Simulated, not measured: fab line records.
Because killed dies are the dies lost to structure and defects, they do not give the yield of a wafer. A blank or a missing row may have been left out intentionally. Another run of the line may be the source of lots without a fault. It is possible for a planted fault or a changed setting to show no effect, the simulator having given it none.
Chamber matching -- flow nand-harc -- 3 sister chambers for NHARC_P_GATE_DEP_103 on pecvd-04
The step deposits SiON, target thk 30 nm. 3 wafers are shown with their chamber, then 8 later ones without.

## WAFERS PAIRED WITH THEIR CHAMBERS
wafer,chamber,heater-power-w (W)
L085.3,2,902
L085.5,0,634
L089.2,1,731

## WAFERS WITH NO CHAMBER GIVEN
wafer,heater-power-w (W)
L089.5,718
L089.6,618
L095.1,651
L095.3,606
L095.6,657
L096.1,672
L096.4,654
L096.5,977

## EACH ONE'S CHAMBER
wafer,from the rows above,in truth
L089.5,1,1
L089.6,0,0
L095.1,can't be placed: 0 or 1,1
L095.3,0,0
L095.6,can't be placed: 0 or 1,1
L096.1,can't be placed: 0 or 1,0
L096.4,can't be placed: 0 or 1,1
L096.5,2,2
4 of 8 placed correctly. Can't be placed from these rows: 4 (the true chamber is among the candidates in 4). Number placed wrongly: 0.
How it was worked out, from the rows above alone: a wafer's distance from a chamber is the root of the sum, over the readings, of the square of ((its reading less the chamber's mean) divided by the reading's scatter). If the next closest chamber is less than 2 further off than the closest, the wafer can't be placed; otherwise it belongs to the closest. The mean given for a chamber averages the wafers shown for that chamber. The scatter: root of mean squared gap, hidden wafer to nearest shown wafer, with one shown wafer a chamber.
